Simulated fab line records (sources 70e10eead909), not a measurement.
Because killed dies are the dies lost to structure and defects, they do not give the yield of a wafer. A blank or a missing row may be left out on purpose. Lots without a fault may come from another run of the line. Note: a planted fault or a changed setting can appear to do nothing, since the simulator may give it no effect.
Chamber matching	flow nand_harc	cmp-04 running NHARC_A_STAIRCASE_CMP_152: 4 sister chambers
The step polishes. 4 wafers are shown with their chamber, then 9 later ones without.

## WAFERS, EACH WITH ITS CHAMBER
wafer	chamber	motor_current_A (A)
L088.2	1	11.5
L089.2	0	11.8
L089.3	2	11.0
L089.6	3	13.6

## WAFERS WITHOUT THEIR CHAMBER
wafer	motor_current_A (A)
L091.1	11.4
L091.4	12.9
L091.6	11.3
L095.2	11.3
L095.4	12.3
L095.5	12.9
L097.2	12.8
L097.3	11.7
L097.6	11.7

## EACH ONE'S CHAMBER
wafer	from the rows above	in truth
L091.1	can't be placed: 1 or 0 or 2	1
L091.4	can't be placed: 3 or 0 or 1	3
L091.6	can't be placed: 1 or 2 or 0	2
L095.2	can't be placed: 1 or 2 or 0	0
L095.4	can't be placed: 0 or 1 or 3 or 2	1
L095.5	can't be placed: 3 or 0 or 1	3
L097.2	can't be placed: 3 or 0 or 1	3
L097.3	can't be placed: 0 or 1 or 2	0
L097.6	can't be placed: 0 or 1 or 2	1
0 of 9 placed correctly. Unplaceable from these rows: 9, with the true chamber sitting among the candidates in 9. Wrongly placed: 0.
How it was worked out, from the rows above alone: a wafer's distance from a chamber is the root of the sum, over the readings, of the square of ((its reading less the chamber's mean) divided by the reading's scatter). The wafer belongs to the nearest chamber; if the next one is less than 2 further off, it can't be placed. The mean given for a chamber averages the wafers shown for that chamber. The scatter: with one shown wafer a chamber, the root of the mean of the squares of how far each hidden wafer lies from its nearest shown one.
